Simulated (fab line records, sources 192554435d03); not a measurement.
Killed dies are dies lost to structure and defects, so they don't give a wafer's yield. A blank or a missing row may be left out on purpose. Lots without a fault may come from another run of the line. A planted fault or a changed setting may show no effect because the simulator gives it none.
Chamber matching | flow n5_finfet | N5_BEOL_M0_SAQP_ETCH_106 on rie_diel-02: 4 sister chambers
The step etches SOC in N2/H2, stops on SiNx, target depth 150 nm. 8 wafers are shown with their chamber, then 10 later ones without.

WAFERS WITH THEIR CHAMBER
wafer  | chamber | showerhead_plenum_p_Torr (Torr) | throttle_valve_pct (%)
L084.4 | 3       | 2.48                            | 18.30
L085.4 | 0       | 2.59                            | 17.68
L085.6 | 0       | 2.59                            | 17.67
L086.2 | 1       | 2.66                            | 17.65
L086.4 | 2       | 2.47                            | 17.66
L086.5 | 1       | 2.66                            | 17.63
L092.2 | 3       | 2.47                            | 18.34
L092.3 | 2       | 2.47                            | 17.67

WAFERS WITHOUT THEIR CHAMBER
wafer  | showerhead_plenum_p_Torr (Torr) | throttle_valve_pct (%)
L092.5 | 2.47                            | 17.67
L093.2 | 2.47                            | 18.34
L093.4 | 2.47                            | 17.67
L093.6 | 2.66                            | 17.66
L097.1 | 2.58                            | 17.72
L097.2 | 2.47                            | 18.36
L097.3 | 2.65                            | 17.66
L097.4 | 2.46                            | 17.71
L097.5 | 2.46                            | 17.69
L097.6 | 2.65                            | 17.65

WHICH CHAMBER EACH WENT THROUGH
wafer  | from the rows above | in truth
L092.5 | 2                   | 2
L093.2 | 3                   | 3
L093.4 | 2                   | 2
L093.6 | 1                   | 1
L097.1 | 0                   | 0
L097.2 | 3                   | 3
L097.3 | 1                   | 1
L097.4 | 2                   | 2
L097.5 | 2                   | 2
L097.6 | 1                   | 1
Placed correctly: 10 of 10. Can't be placed from these rows: 0. Placed wrongly: 0.
How it was worked out, from the rows above alone: a wafer's distance from a chamber is the root of the sum, over the readings, of the square of ((its reading less the chamber's mean) divided by the reading's scatter). The wafer belongs to the nearest chamber; if the next one is less than 2 further off, it can't be placed. A chamber's mean is the mean of its shown wafers. The scatter: the root of (the sum of the squares of (reading less its chamber's mean) over the shown wafers, divided by (wafers less chambers)).
